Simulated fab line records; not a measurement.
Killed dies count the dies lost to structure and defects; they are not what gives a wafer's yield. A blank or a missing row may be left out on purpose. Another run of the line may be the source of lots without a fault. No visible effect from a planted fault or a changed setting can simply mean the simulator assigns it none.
fab line records || flow n5_finfet
[record] {"lots": 7, "wafers": 21}
route steps=1938 shown MIM_TOP_LITHO@1843 PASSIVATION@1929
start_h: start of the lot's first displayed wafer, in hours after the record's first day || wait_h: hours since the lot's step before || " identical to the entry in the row above || L1.1+2: a single row standing in for several wafers || - no value, or no start given || * or withheld: withheld || < > ~ a bound
route shown NAME@n: NAME is a module with steps in the file, n the number in the route of the first one || usual: mean/standard deviation taken from wafers without a fault || same: alike in all rows || chamber/n: place in a boat || sites: each site's reading || _std_site: their standard deviation || _edge_site: the outer-site mean with the inner-site mean subtracted || radius_mm: for every site, how far away it sits from the centre of the wafer || mask NAME#n: copy n || behind: the most recent tool/chamber to have shaped the wafer || hold: the reason the lot was held/the length of the hold in hours/how it ended || device: the n, p or np transistor that did not switch || end of line: the same wafers' tests at the end of the route || a step given without rows: its recipe and nothing more || killed: count of dies lost to structure and defects at first sort (not the wafer's yield) || map: a wafer's dies, x killed, . not, _ none there
set.NAME: the setting as run; set.NAME@STEP: as run at that earlier step || model.NAME: the simulator's own value behind a step, which no gauge read
one table per step and one row per wafer, for lots whose settings were changed on purpose
[[steps]]
[step N5_MIM_TOP_LITHO_EXPOSE_05]
[recipe] {"mask_id": "MIM_TOP", "na": 0.55, "source_shape": "conventional", "sigma_outer": 0.8, "polarization": "unpolarized", "target_cd_nm": 2000, "dose_mj": 20.5}
{"lot.wafer": "L078.3+4+6", "tool": "krf_scanner-01", "chamber": 0, "start_h": 294.26, "wait_h": "-", "mask": "MIM_TOP#0", "set.dose_mj": 20.5}
{"lot.wafer": "L085.2+3+5", "tool": "krf_scanner-02", "chamber": 0, "start_h": 335.53, "wait_h": "-", "mask": "MIM_TOP#0", "set.dose_mj": 20.5}
{"lot.wafer": "L084.1+3+5", "tool": "krf_scanner-01", "chamber": 0, "start_h": 345.22, "wait_h": "-", "mask": "MIM_TOP#0", "set.dose_mj": 21.65}
{"lot.wafer": "L087.1+2+6", "tool": "krf_scanner-02", "chamber": 0, "start_h": 362.02, "wait_h": "-", "mask": "MIM_TOP#0", "set.dose_mj": 20.5}
{"lot.wafer": "L091.1", "tool": "krf_scanner-02", "chamber": 0, "start_h": 377.53, "wait_h": "-", "mask": "MIM_TOP#0", "set.dose_mj": 19}
{"lot.wafer": "L091.3+5", "tool": "krf_scanner-02", "chamber": 0, "start_h": 377.53, "wait_h": "-", "mask": "MIM_TOP#0", "set.dose_mj": 20.5}
{"lot.wafer": "L096.1+4", "tool": "krf_scanner-01", "chamber": 0, "start_h": 395.36, "wait_h": "-", "mask": "MIM_TOP#0", "set.dose_mj": 20.5}
{"lot.wafer": "L096.5", "tool": "krf_scanner-01", "chamber": 0, "start_h": 395.36, "wait_h": "-", "mask": "MIM_TOP#0", "set.dose_mj": 21.55}
{"lot.wafer": "L097.1+2", "tool": "krf_scanner-01", "chamber": 0, "start_h": 419.22, "wait_h": "-", "mask": "MIM_TOP#0", "set.dose_mj": 21.18}
{"lot.wafer": "L097.4", "tool": "krf_scanner-01", "chamber": 0, "start_h": 419.22, "wait_h": "-", "mask": "MIM_TOP#0", "set.dose_mj": 20.5}
[step N5_MIM_TOP_LITHO_PEB_06]
[recipe] {"peb_temp_c": "withheld", "peb_time_s": "*"}
[step N5_MIM_TOP_LITHO_DEVELOP_07]
[recipe] {"develop_time_s": 60, "rinse_liquid": "diw", "dry": "air_spin", "dev_temp_c": 21}
[step N5_MIM_TOP_LITHO_HARDBAKE_09]
[recipe] {"temp_c": 130, "time_s": 120}
[step N5_MIM_TOP_LITHO_CD_MEAS_08]
[recipe] {"target_cd_nm": 2000, "landing_energy_ev": 500, "detector": "se_inlens"}
[usual] {"cd_nm": "1999.8/2.3"}
{"lot.wafer": "L078.3", "tool": "cd_sem-03", "chamber": 0, "start_h": 294.43, "wait_h": "-", "set.dose_mj@MIM_TOP_LITHO_EXPOSE_05": 20.5, "cd_nm": 2000.6}
{"lot.wafer": "L078.4", "tool": "cd_sem-03", "chamber": 0, "start_h": 294.43, "wait_h": "-", "set.dose_mj@MIM_TOP_LITHO_EXPOSE_05": 20.5, "cd_nm": 1997.3}
{"lot.wafer": "L078.6", "tool": "cd_sem-03", "chamber": 0, "start_h": 294.43, "wait_h": "-", "set.dose_mj@MIM_TOP_LITHO_EXPOSE_05": 20.5, "cd_nm": 1996.1}
{"lot.wafer": "L085.2", "tool": "cd_sem-02", "chamber": 0, "start_h": 335.71, "wait_h": "-", "set.dose_mj@MIM_TOP_LITHO_EXPOSE_05": 20.5, "cd_nm": 1998.1}
{"lot.wafer": "L085.3", "tool": "cd_sem-02", "chamber": 0, "start_h": 335.71, "wait_h": "-", "set.dose_mj@MIM_TOP_LITHO_EXPOSE_05": 20.5, "cd_nm": 2000.3}
{"lot.wafer": "L085.5", "tool": "cd_sem-02", "chamber": 0, "start_h": 335.71, "wait_h": "-", "set.dose_mj@MIM_TOP_LITHO_EXPOSE_05": 20.5, "cd_nm": 1995.4}
{"lot.wafer": "L084.1", "tool": "cd_sem-03", "chamber": 0, "start_h": 345.40, "wait_h": "-", "set.dose_mj@MIM_TOP_LITHO_EXPOSE_05": 21.65, "cd_nm": 1991.1}
{"lot.wafer": "L084.3", "tool": "cd_sem-03", "chamber": 0, "start_h": 345.40, "wait_h": "-", "set.dose_mj@MIM_TOP_LITHO_EXPOSE_05": 21.65, "cd_nm": 1990.1}
{"lot.wafer": "L084.5", "tool": "cd_sem-03", "chamber": 0, "start_h": 345.40, "wait_h": "-", "set.dose_mj@MIM_TOP_LITHO_EXPOSE_05": 21.65, "cd_nm": 1992.3}
{"lot.wafer": "L087.1", "tool": "cd_sem-02", "chamber": 0, "start_h": 362.20, "wait_h": "-", "set.dose_mj@MIM_TOP_LITHO_EXPOSE_05": 20.5, "cd_nm": 1999.1}
{"lot.wafer": "L087.2", "tool": "cd_sem-02", "chamber": 0, "start_h": 362.20, "wait_h": "-", "set.dose_mj@MIM_TOP_LITHO_EXPOSE_05": 20.5, "cd_nm": 2001.1}
{"lot.wafer": "L087.6", "tool": "cd_sem-02", "chamber": 0, "start_h": 362.20, "wait_h": "-", "set.dose_mj@MIM_TOP_LITHO_EXPOSE_05": 20.5, "cd_nm": 2000.1}
{"lot.wafer": "L091.1", "tool": "cd_sem-01", "chamber": 0, "start_h": 377.70, "wait_h": "-", "set.dose_mj@MIM_TOP_LITHO_EXPOSE_05": 19, "cd_nm": 2011.6}
{"lot.wafer": "L091.3", "tool": "cd_sem-01", "chamber": 0, "start_h": 377.70, "wait_h": "-", "set.dose_mj@MIM_TOP_LITHO_EXPOSE_05": 20.5, "cd_nm": 2000.8}
{"lot.wafer": "L091.5", "tool": "cd_sem-01", "chamber": 0, "start_h": 377.70, "wait_h": "-", "set.dose_mj@MIM_TOP_LITHO_EXPOSE_05": 20.5, "cd_nm": 1998.4}
{"lot.wafer": "L096.1", "tool": "cd_sem-03", "chamber": 0, "start_h": 395.53, "wait_h": "-", "set.dose_mj@MIM_TOP_LITHO_EXPOSE_05": 20.5, "cd_nm": 1998.7}
{"lot.wafer": "L096.4", "tool": "cd_sem-03", "chamber": 0, "start_h": 395.53, "wait_h": "-", "set.dose_mj@MIM_TOP_LITHO_EXPOSE_05": 20.5, "cd_nm": 2000.6}
{"lot.wafer": "L096.5", "tool": "cd_sem-03", "chamber": 0, "start_h": 395.53, "wait_h": "-", "set.dose_mj@MIM_TOP_LITHO_EXPOSE_05": 21.55, "cd_nm": 1993.5}
{"lot.wafer": "L097.1", "tool": "cd_sem-01", "chamber": 0, "start_h": 419.39, "wait_h": "-", "set.dose_mj@MIM_TOP_LITHO_EXPOSE_05": 21.18, "cd_nm": 1995.3}
{"lot.wafer": "L097.2", "tool": "cd_sem-01", "chamber": 0, "start_h": 419.39, "wait_h": "-", "set.dose_mj@MIM_TOP_LITHO_EXPOSE_05": 21.18, "cd_nm": 1994.7}
{"lot.wafer": "L097.4", "tool": "cd_sem-01", "chamber": 0, "start_h": 419.39, "wait_h": "-", "set.dose_mj@MIM_TOP_LITHO_EXPOSE_05": 20.5, "cd_nm": 2001.7}
[step N5_PASSIVATION_PASS_ETCH_47]
[recipe] {"chemistry": "CF4/O2", "target": "SiNx", "target_depth_a": 7700, "time_s": 385, "ion_energy_ev": 100, "pressure_mtorr": 40, "source_w": 535, "bias_w": 49, "Ar_flow_sccm": 100, "cf4_flow_sccm": 100, "O2_flow_sccm": 10}
{"lot.wafer": "L078.3", "tool": "rie_diel-06", "chamber": 0, "start_h": 302.33, "wait_h": 0.0, "set.source_w": 535, "model.etch.depth_nm": 746.1}
{"lot.wafer": "L078.4", "tool": "rie_diel-06", "chamber": 2, "start_h": 302.33, "wait_h": 0.0, "set.source_w": 593.6, "model.etch.depth_nm": 833.4}
{"lot.wafer": "L078.6", "tool": "rie_diel-06", "chamber": 0, "start_h": 302.33, "wait_h": 0.0, "set.source_w": 593.6, "model.etch.depth_nm": 812.9}
{"lot.wafer": "L085.2", "tool": "rie_diel-06", "chamber": 2, "start_h": 342.93, "wait_h": 0.0, "set.source_w": 613.1, "model.etch.depth_nm": 853.6}
{"lot.wafer": "L085.3", "tool": "rie_diel-06", "chamber": 1, "start_h": 342.93, "wait_h": 0.0, "set.source_w": 535, "model.etch.depth_nm": 807.6}
{"lot.wafer": "L085.5", "tool": "rie_diel-06", "chamber": 2, "start_h": 342.93, "wait_h": 0.0, "set.source_w": 613.1, "model.etch.depth_nm": 850.7}
{"lot.wafer": "L084.1", "tool": "rie_diel-06", "chamber": 3, "start_h": 351.91, "wait_h": 0.0, "set.source_w": 452.6, "model.etch.depth_nm": 665.7}
{"lot.wafer": "L084.3", "tool": "rie_diel-06", "chamber": 2, "start_h": 351.91, "wait_h": 0.0, "set.source_w": 535, "model.etch.depth_nm": 758.7}
{"lot.wafer": "L084.5", "tool": "rie_diel-06", "chamber": 2, "start_h": 351.91, "wait_h": 0.0, "set.source_w": 535, "model.etch.depth_nm": 752.2}
{"lot.wafer": "L087.1", "tool": "rie_diel-05", "chamber": 0, "start_h": 368.58, "wait_h": 0.0, "set.source_w": 535, "model.etch.depth_nm": 752.5}
{"lot.wafer": "L087.2", "tool": "rie_diel-05", "chamber": 1, "start_h": 368.58, "wait_h": 0.0, "set.source_w": 535, "model.etch.depth_nm": 779}
{"lot.wafer": "L087.6", "tool": "rie_diel-05", "chamber": 3, "start_h": 368.58, "wait_h": 0.0, "set.source_w": 535, "model.etch.depth_nm": 797.4}
{"lot.wafer": "L091.1", "tool": "rie_diel-05", "chamber": 0, "start_h": 386.03, "wait_h": 0.0, "set.source_w": 535, "model.etch.depth_nm": 759}
{"lot.wafer": "L091.3", "tool": "rie_diel-05", "chamber": 2, "start_h": 386.03, "wait_h": 0.0, "set.source_w": 564, "model.etch.depth_nm": 817.1}
{"lot.wafer": "L091.5", "tool": "rie_diel-05", "chamber": 1, "start_h": 386.03, "wait_h": 0.0, "set.source_w": 564, "model.etch.depth_nm": 819.3}
{"lot.wafer": "L096.1", "tool": "rie_diel-05", "chamber": 3, "start_h": 403.14, "wait_h": 0.0, "set.source_w": 535, "model.etch.depth_nm": 786.4}
{"lot.wafer": "L096.4", "tool": "rie_diel-05", "chamber": 3, "start_h": 403.14, "wait_h": 0.0, "set.source_w": 535, "model.etch.depth_nm": 789.1}
{"lot.wafer": "L096.5", "tool": "rie_diel-05", "chamber": 1, "start_h": 403.14, "wait_h": 0.0, "set.source_w": 535, "model.etch.depth_nm": 771.9}
{"lot.wafer": "L097.1", "tool": "rie_diel-06", "chamber": 2, "start_h": 428.46, "wait_h": 0.0, "set.source_w": 535, "model.etch.depth_nm": 752.3}
{"lot.wafer": "L097.2", "tool": "rie_diel-06", "chamber": 0, "start_h": 428.46, "wait_h": 0.0, "set.source_w": 535, "model.etch.depth_nm": 765.3}
{"lot.wafer": "L097.4", "tool": "rie_diel-06", "chamber": 3, "start_h": 428.46, "wait_h": 0.0, "set.source_w": 535, "model.etch.depth_nm": 768.4}
[[key]]
[split] {"step": "N5_MIM_TOP_LITHO_EXPOSE_05", "setting": "dose_mj", "stated": 20.5, "by": "wafer"}
[response] {"step": "N5_MIM_TOP_LITHO_CD_MEAS_08", "reading": "cd_nm", "change": -1.56, "per": "1%", "r": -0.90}
[split] {"step": "N5_PASSIVATION_PASS_ETCH_47", "setting": "source_w", "stated": 535, "by": "wafer"}
[response] {"step": "N5_PASSIVATION_PASS_ETCH_47", "reading": "model.etch.depth_nm", "change": "+5.33", "per": "1%", "r": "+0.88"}
